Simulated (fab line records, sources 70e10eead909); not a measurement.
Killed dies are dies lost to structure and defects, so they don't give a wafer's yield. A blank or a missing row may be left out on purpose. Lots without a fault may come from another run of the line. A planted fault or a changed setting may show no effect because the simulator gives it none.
Which tool did it? | flow nand_harc | 12 lots, 36 wafers sampled, at 6 steps of a route of 1302

WHAT THE GAUGES READ, wafer by wafer
NHARC_A_BLC_CD_MEAS_19.
lot  | measured     | on        | cd_nm (nm)
L463 | day 22 21:50 | cd_sem-03 | 101 101 105
L462 | day 23 02:06 | cd_sem-02 | 107 100 105
L475 | day 28 16:53 | cd_sem-01 | 98 105 104
L477 | day 28 19:13 | cd_sem-01 | 104 98 103
L474 | day 28 21:46 | cd_sem-01 | 99 99 101
L478 | day 29 01:37 | cd_sem-01 | 105 101 100
L480 | day 29 16:43 | cd_sem-03 | 99 98 104
L479 | day 30 03:56 | cd_sem-01 | 103 102 106
L481 | day 30 14:14 | cd_sem-01 | 96 107 98
L483 | day 31 20:14 | cd_sem-03 | 100 98 100
L484 | day 31 21:49 | cd_sem-03 | 97 106 100
L485 | day 32 05:45 | cd_sem-01 | 98 99 103

NHARC_A_M0_CD_MEAS_09: target cd 80 nm.
lot  | measured     | on        | cd_nm (nm)
L463 | day 23 00:51 | cd_sem-01 | 78.4 79.1 78.1
L462 | day 23 05:02 | cd_sem-02 | 79.1 78.7 80.4
L475 | day 28 19:46 | cd_sem-01 | 71.9 72.3 71.6
L477 | day 28 21:58 | cd_sem-02 | 80.6 81.4 78.2
L474 | day 29 00:39 | cd_sem-02 | 72.9 71.9 70.0
L478 | day 29 04:30 | cd_sem-03 | 78.6 79.3 80.5
L480 | day 29 19:36 | cd_sem-02 | 79.6 79.5 80.3
L479 | day 30 06:43 | cd_sem-03 | 80.5 80.6 79.7
L481 | day 30 17:03 | cd_sem-02 | 79.2 79.5 79.6
L483 | day 31 23:07 | cd_sem-01 | 79.3 81.3 80.7
L484 | day 32 00:42 | cd_sem-03 | 81.2 80.9 80.3
L485 | day 32 09:40 | cd_sem-01 | 81.2 79.0 78.3

NHARC_END_SORT_01.
lot  | measured     | on        | defect_limited_yield (%) | killed_at_array | killed_at_other | killed_at_periphery | killed_dies | killed_open | killed_short | sort_bin_2_pct (%) | sort_bin_3_pct (%) | sort_bin_4_pct (%) | sort_n_pass | sort_rim_yield_pct (%) | sort_yield_pct (%)
L475 | day 30 12:42 | prober-01 | 90 91                    | 55 57           | 0 1             | 13 6                | 68 64       | 5 6         | 1 5          | 3.8 4.3            | 0.6 0.3            | 5.6 4.9            | 609 613     | 93 92                  | 90 91
L474 | day 30 20:46 | prober-02 | 90 89                    | 67 68           | 0 0             | 4 6                 | 71 74       | 4 5         | 6 3          | 2.2 4.3            | 0.7 0.7            | 7.5 5.9            | 606 603     | 94 94                  | 90 89
L478 | day 31 01:50 | prober-01 | 90 90 92                 | 62 64 53        | 2 2 2           | 2 1 2               | 66 67 57    | 5 4 6       | 4 3 0        | 3.2 2.7 3.4        | 0.9 0.7 0.6        | 5.6 6.5 4.4        | 611 610 620 | 86 91 90               | 90 90 92
L480 | day 31 12:10 | prober-02 | 92 90 91                 | 55 65 60        | 0 2 0           | 2 2 4               | 57 69 64    | 4 6 6       | 0 2 4        | 3.0 3.0 3.0        | 0.9 0.3 0.6        | 4.6 6.9 5.9        | 620 608 613 | 91 85 87               | 92 90 91
L479 | day 31 23:44 | prober-01 | 87 87 88                 | 86 81 70        | 0 2 2           | 4 6 7               | 90 89 79    | 3 3 6       | 3 1 4        | 4.9 4.1 4.3        | 2.1 1.6 0.9        | 6.4 7.4 6.5        | 587 588 598 | 94 92 86               | 87 87 88

WHICH TOOL RAN EACH LOT (tool, then ch and the chambers of the sampled wafers, then the start)
lot  | NHARC_A_CONTACT_CMP_20        | NHARC_A_M0_PEB_07                 | NHARC_A_M0_PVD_21
L463 | cmp-02 ch 1,3, day 22 19:53   | litho_track-04 ch 0, day 23 00:46 | pvd_sputter-02, no start
L462 | cmp-04 ch 1,2,3, day 23 00:05 | litho_track-01 ch 0, day 23 04:58 | pvd_sputter-02, no start
L475 | cmp-02 ch 1,2, day 28 14:50   | litho_track-01 ch 0, day 28 19:41 | pvd_sputter-01, day 30 12:42 or earlier
L477 | cmp-02 ch 0,1, day 28 17:08   | litho_track-06 ch 0, day 28 21:53 | pvd_sputter-03, no start
L474 | cmp-03 ch 1,2,3, day 28 19:45 | litho_track-01 ch 0, day 29 00:34 | pvd_sputter-03, day 30 20:46 or earlier
L478 | cmp-03 ch 1,2,3, day 28 23:40 | litho_track-06 ch 0, day 29 04:25 | pvd_sputter-02, day 31 01:50 or earlier
L480 | cmp-02 ch 0,1,3, day 29 14:41 | litho_track-06 ch 0, day 29 19:31 | pvd_sputter-01, day 31 12:10 or earlier
L479 | cmp-02 ch 2,3, day 30 01:50   | litho_track-06 ch 0, day 30 06:38 | pvd_sputter-02, day 31 23:44 or earlier
L481 | cmp-02 ch 1,2,3, day 30 11:45 | litho_track-06 ch 0, day 30 16:58 | pvd_sputter-01, no start
L483 | cmp-02 ch 1,2,3, day 31 18:13 | litho_track-01 ch 0, day 31 23:02 | pvd_sputter-01, no start
L484 | cmp-03 ch 1,2,3, day 31 19:55 | litho_track-06 ch 0, day 32 00:37 | pvd_sputter-01, no start
L485 | cmp-02 ch 0,2,3, day 32 03:44 | litho_track-06 ch 0, day 32 09:35 | pvd_sputter-01, no start
- NHARC_A_CONTACT_CMP_20: polishes, t overpolish 30 s, target thk 300 nm.
- NHARC_A_M0_PEB_07: peb time 65 s.
- NHARC_A_M0_PVD_21: deposits Cu, target thk 30 nm, time 20.49 s.

WHAT THE TOOLS THEMSELVES READ (means of the sampled wafers that have a number; where no wafer has one, the mark that the record gives instead)
NHARC_A_CONTACT_CMP_20.
lot  | tool   | edge_zone_pressure_frac | motor_current_A (A) | overpolish_run_s (s) | time_to_endpoint_s (s)
L463 | cmp-02 | 1.003                   | 11.8                | 29.997               | 63
L462 | cmp-04 | 0.995                   | 13.3                | 30.010               | 56
L475 | cmp-02 | 0.994                   | 13.8                | 30.001               | 65
L477 | cmp-02 | 1.001                   | 13.6                | 29.994               | 57
L474 | cmp-03 | 0.998                   | 12.1                | 30.003               | 56
L478 | cmp-03 | 0.995                   | 11.7                | 29.997               | 59
L480 | cmp-02 | 1.003                   | 12.8                | 30.003               | 65
L479 | cmp-02 | 1.000                   | 11.9                | 29.998               | 65
L481 | cmp-02 | 1.004                   | 13.1                | 30.001               | 62
L483 | cmp-02 | 1.000                   | 12.8                | 30.010               | 67
L484 | cmp-03 | 1.001                   | 11.8                | 29.997               | 59
L485 | cmp-02 | 0.995                   | 13.3                | 30.000               | 63

NHARC_A_M0_PEB_07.
lot  | tool           | heater_power_total_W (W) | plate_temp_C (C)
L463 | litho_track-04 | 156.6                    | 100.07
L462 | litho_track-01 | 156.8                    | 100.14
L475 | litho_track-01 | 152.3                    | 98.10
L477 | litho_track-06 | 156.5                    | 99.89
L474 | litho_track-01 | 152.7                    | 98.17
L478 | litho_track-06 | 156.7                    | 99.92
L480 | litho_track-06 | 156.6                    | 100.00
L479 | litho_track-06 | 156.5                    | 99.94
L481 | litho_track-06 | 156.2                    | 99.88
L483 | litho_track-01 | 156.9                    | 100.11
L484 | litho_track-06 | 156.6                    | 99.90
L485 | litho_track-06 | 156.8                    | 100.00

NHARC_A_M0_PVD_21.
lot  | tool           | throttle_valve_pct (%)
L463 | pvd_sputter-02 | 29.7
L462 | pvd_sputter-02 | 29.0
L475 | pvd_sputter-01 | 29.8
L477 | pvd_sputter-03 | 30.1
L474 | pvd_sputter-03 | 29.9
L478 | pvd_sputter-02 | 29.7
L480 | pvd_sputter-01 | 29.8
L479 | pvd_sputter-02 | 29.0
L481 | pvd_sputter-01 | 29.8
L483 | pvd_sputter-01 | 30.8
L484 | pvd_sputter-01 | 31.0
L485 | pvd_sputter-01 | 30.5

THE ANSWER, worked out from the rows above alone
Rule: what is usual is taken from the lots themselves. Put in order of their means at a reading, lots are off if they are a third of the lots or fewer, leave a main group of 4 or more, and stand apart from it by a gap of 3 or more times the standard deviation of the main group's means; of several such gaps the widest counts. A main group whose means are all the same, to the digits that the tables above print for the reading, isn't used. A lot without any number at a reading at which 4 lots or more have one is off too. The other lots that the step has rows for count as sound. The gauges are gone through in route order, then the tools' own readings, and for those a lot's mean is taken as printed above. The first step at which some lot is off is used, and at that step the reading that is off furthest; a lot without a number counts as furthest.
Off: L475, L474, at NHARC_A_M0_CD_MEAS_09 (cd_nm). The main group: mean 79.8 nm, standard deviation 0.61.
A tool fits if, at a process step before that reading, it ran every lot that is off, and no sound lot after the first of them. The gauges at NHARC_A_M0_CD_MEAS_09 aren't tried: what is off there is off at NHARC_A_M0_PEB_07 too, on other tools, and a gauge's error can't cause that. None of those tried fits.

WHAT THE SIMULATOR HAD PUT IN
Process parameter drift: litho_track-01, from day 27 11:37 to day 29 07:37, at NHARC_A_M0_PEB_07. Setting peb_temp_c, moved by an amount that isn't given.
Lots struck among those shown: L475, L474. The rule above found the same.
